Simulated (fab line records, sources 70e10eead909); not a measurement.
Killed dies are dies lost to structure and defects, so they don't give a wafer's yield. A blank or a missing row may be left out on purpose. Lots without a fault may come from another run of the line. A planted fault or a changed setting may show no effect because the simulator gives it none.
Problem report in the 8D (eight disciplines) form, filled by code | flow nand_harc | the parts of the form that need people (team, actions taken, sign-off) are left out

1. THE PROBLEM
cd_nm at NHARC_P_CONTACT_CD_MEAS_12 reads a mean of 125.1 nm on 9 wafers of 3 lots; wafers without a fault read 90.1 nm with a standard deviation of 0.94. That is +37 standard deviations from the usual mean.
The step: target cd 90 nm.
First seen on wafer L779.1, day 9 14:47, on cd_sem-03. The record holds 45 wafers of 15 lots with a number at this step. Rule for "out", or "out of limits": more than 4 standard deviations from the usual mean. The other wafers with a number count as sound.

2. WHAT IT IS AND WHAT IT IS NOT
question                    | is                     | is not
which readings at this step | cd_nm                  | -
which lots                  | L779, L780, L781       | L771, L773, L774, L775, L777, L778, L788, L789, L790, L791, L792, L793
which wafers of those lots  | all that have a number | -
read on which gauges        | cd_sem-01, cd_sem-03   | cd_sem-02
when                        | from day 9 14:47       | up to then (18 sound wafers); but 18 sound wafers of L788, L789, L790, L791, L792, L793 came after

3. SUSPECTS, AND WHAT RULES EACH OUT
Counting: a tool at a process step up to the reading stays a suspect if it ran every lot that is out and no sound lot after the first of them.
- the gauge at NHARC_P_CONTACT_CD_MEAS_12: ruled out. The wafers that are out were read on 2 gauges (cd_sem-01, cd_sem-03).
- litho_track-06 at NHARC_P_CONTACT_PEB_10 (peb time 65 s): ruled out as a lasting fault. Sound lots L790, L792, L793 ran on it after its first lot that is out, L779 (day 9 14:42).
Left after counting: nothing in the record.

4. THE CAUSE (what the simulator had put in)
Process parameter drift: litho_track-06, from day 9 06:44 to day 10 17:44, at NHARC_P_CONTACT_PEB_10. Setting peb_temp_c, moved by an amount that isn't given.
Counting ruled it out, wrongly: the rule takes a fault to strike every lot that its tool runs from its start on, and this one did not.

5. THE CHAIN OF EFFECTS, in route order
Each row: a reading whose mean over the struck wafers that have a number lies more than 3 standard deviations from the usual. Only readings for which the record gives a usual standard deviation are gone through. hours: the time from each lot's start at the first step in this table that gives one to its start at this step, as a median over the lots. sigmas: the change in usual standard deviations.
hours | step                       | reading              | usual   | on struck wafers | change | sigmas
0     | NHARC_P_CONTACT_PEB_10     | heater_power_total_W | 156.6 W | 188.2            | +31.6  | +77
0     | NHARC_P_CONTACT_PEB_10     | plate_temp_C         | 99.98 C | 114.43           | +14.45 | +99 or more
0     | NHARC_P_CONTACT_CD_MEAS_12 | cd_nm                | 90.1 nm | 125.1            | +35.0  | +37
1     | NHARC_P_CONTACT_CD_MEAS_19 | cd_nm                | 89.3 nm | 124.5            | +35.2  | +17
The process steps in it:
- NHARC_P_CONTACT_PEB_10: peb time 65 s.
Later measuring or inspecting steps at which every struck wafer that the step has a row for has a number for every such reading, and none has moved that far: NHARC_P_CONTACT_OVL_MEAS_13.

6. WHAT WOULD HAVE CAUGHT IT SOONER
In this record the first reading out of limits at a measuring or inspecting step was taken at day 9 14:47, 8 hours after the fault began at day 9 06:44.
The tool's own readings at NHARC_P_CONTACT_PEB_10 were out on every struck wafer that the step has a row for (heater_power_total_W, plate_temp_C): an alarm limit on them would have fired on the first of those.
